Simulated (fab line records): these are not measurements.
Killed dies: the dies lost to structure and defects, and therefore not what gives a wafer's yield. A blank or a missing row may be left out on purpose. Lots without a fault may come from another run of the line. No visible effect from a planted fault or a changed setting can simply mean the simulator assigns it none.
Chamber matching / flow n5Finfet / rieDiel-06 running N5_BEOL_M14_STRIP_37: 4 sister chambers
The step strips in O2. 4 wafers are shown with their chamber, then 10 later ones without.

## WAFERS, EACH WITH ITS CHAMBER
wafer=L082.2; chamber=2; drypumpMotorCurrentA (A)=5.6
wafer=L085.3; chamber=3; drypumpMotorCurrentA (A)=6.4
wafer=L087.1; chamber=1; drypumpMotorCurrentA (A)=5.4
wafer=L087.5; chamber=0; drypumpMotorCurrentA (A)=5.0

## WAFERS MISSING THEIR CHAMBER
wafer=L087.6; drypumpMotorCurrentA (A)=5.4
wafer=L091.1; drypumpMotorCurrentA (A)=5.4
wafer=L091.2; drypumpMotorCurrentA (A)=5.0
wafer=L091.6; drypumpMotorCurrentA (A)=5.6
wafer=L090.1; drypumpMotorCurrentA (A)=6.4
wafer=L090.3; drypumpMotorCurrentA (A)=5.0
wafer=L090.4; drypumpMotorCurrentA (A)=5.7
wafer=L093.2; drypumpMotorCurrentA (A)=5.0
wafer=L093.5; drypumpMotorCurrentA (A)=5.6
wafer=L093.6; drypumpMotorCurrentA (A)=5.4

## CHAMBER TAKEN BY EACH
wafer=L087.6; from the rows above=1; in truth=1
wafer=L091.1; from the rows above=1; in truth=1
wafer=L091.2; from the rows above=0; in truth=0
wafer=L091.6; from the rows above=2; in truth=2
wafer=L090.1; from the rows above=3; in truth=3
wafer=L090.3; from the rows above=0; in truth=0
wafer=L090.4; from the rows above=2; in truth=2
wafer=L093.2; from the rows above=0; in truth=0
wafer=L093.5; from the rows above=2; in truth=2
wafer=L093.6; from the rows above=1; in truth=1
Correct placement for 10 of the 10. Left unplaced by these rows: 0. 0 placed wrongly.
How it was worked out, from the rows above alone: a wafer's distance from a chamber is the root of the sum, over the readings, of the square of ((its reading less the chamber's mean) divided by the reading's scatter). If the next closest chamber is less than 2 further off than the closest, the wafer can't be placed; otherwise it belongs to the closest. A chamber's mean is the mean of its shown wafers. The scatter: with one shown wafer a chamber, the root of the mean of the squares of how far each hidden wafer lies from its nearest shown one.
